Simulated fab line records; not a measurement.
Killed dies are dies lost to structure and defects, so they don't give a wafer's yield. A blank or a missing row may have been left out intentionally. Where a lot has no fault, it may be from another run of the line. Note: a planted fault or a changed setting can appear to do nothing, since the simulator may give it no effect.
One fault seen from 3 desks :: flow nand-harc :: only its own numbers are on each desk; what lay behind them is given at the end

THE TOOL OWNER'S DESK: pvd-sputter-02
The tool's own readings at NHARC_A_M0_PVD_21 (deposits Cu, target thk 30 nm, time 20.49 s): means of the sampled wafers that have a number, for each lot that ran on this tool. The brackets show how far a lot's mean lies from the usual mean; more than 4 standard deviations puts the lot out of limits, marked OUT.
Columns: A = chamber-pressure-pa at NHARC_A_M0_PVD_21, usual 4.999 Pa; B = throttle-valve-pct at NHARC_A_M0_PVD_21, usual 29.5 %
lot: L116
first seen here: day 25 13:53
A: 5.005
B: 30.0

lot: L124
first seen here: day 28 14:08
A: 5.004
B: 29.6

lot: L125
first seen here: day 28 21:19
A: 4.984
B: 29.0
This desk's finding: nothing out of limits on any of the 3 lots.

AT THE METROLOGY DESK
What the gauges read, lot by lot, whatever tool the lot ran on: means of the sampled wafers that have a number. The brackets show how far a lot's mean lies from the usual mean; more than 4 standard deviations puts the lot out of limits, marked OUT.
Columns: A = cd-nm at NHARC_A_M0_CD_MEAS_09, usual 80.2 nm; B = overlay-x-nm at NHARC_A_M0_OVL_MEAS_10, usual 0.3 nm; C = overlay-y-nm at NHARC_A_M0_OVL_MEAS_10, usual -0.3 nm; D = cd-nm at NHARC_A_M0_CD_MEAS_16, usual 80.2 nm; E = cd-nm at NHARC_A_M1_CD_MEAS_09, usual 120.2 nm; F = overlay-x-nm at NHARC_A_M1_OVL_MEAS_10, usual 0.0 nm; G = overlay-y-nm at NHARC_A_M1_OVL_MEAS_10, usual -0.1 nm
lot: L110
first seen here: day 23 07:56
A: 81.0
B: 0.2
C: 0.5
D: 80.8
E: 120.4
F: 0.9
G: 0.1

lot: L116
first seen here: day 25 12:19
A: 80.2
B: 0.9
C: 1.0
D: 79.7
E: 120.1
F: 0.9
G: -1.4

lot: L121
first seen here: day 27 17:14
A: 79.5
B: -0.1
C: 0.6
D: 79.0
E: 120.7
F: -0.2
G: -0.0

lot: L124
first seen here: day 28 12:46
A: 79.5
B: -0.8
C: -1.1
D: 79.9
E: 120.0
F: -0.3
G: 0.5

lot: L125
first seen here: day 28 19:56
A: 79.9
B: 0.3
C: -0.9
D: 80.8
E: 119.9
F: 0.9
G: -1.5

lot: L133
first seen here: day 31 17:51
A: 80.6
B: 0.3
C: -0.5
D: 81.1
E: 120.4
F: -0.8
G: -1.1
This desk's finding: nothing out of limits on any of the 6 lots.

THE DEFECT DESK
Per lot, the means of the sampled wafers with a number show what the inspections along the route counted. The brackets show how far a lot's mean lies from the usual mean; more than 4 standard deviations puts the lot out of limits, marked OUT.
Columns: A = raw-defect-count at NHARC_A_M0_INSPECT_11, usual 79
lot: L110
first seen here: day 23 08:04
A: 59

lot: L116
first seen here: day 25 12:26
A: 119

lot: L121
first seen here: day 27 17:22
A: 38

lot: L124
first seen here: day 28 12:53
A: 142

lot: L125
first seen here: day 28 20:03
A: 90

lot: L133
first seen here: day 31 17:58
A: 97
This desk's finding: nothing out of limits on any of the 6 lots.

BROUGHT TOGETHER
The tool owner's desk saw nothing out of limits.
The metrology desk saw nothing out of limits.
Nothing the defect desk looked at was out of limits.

WHAT THE SIMULATOR HAD INSERTED
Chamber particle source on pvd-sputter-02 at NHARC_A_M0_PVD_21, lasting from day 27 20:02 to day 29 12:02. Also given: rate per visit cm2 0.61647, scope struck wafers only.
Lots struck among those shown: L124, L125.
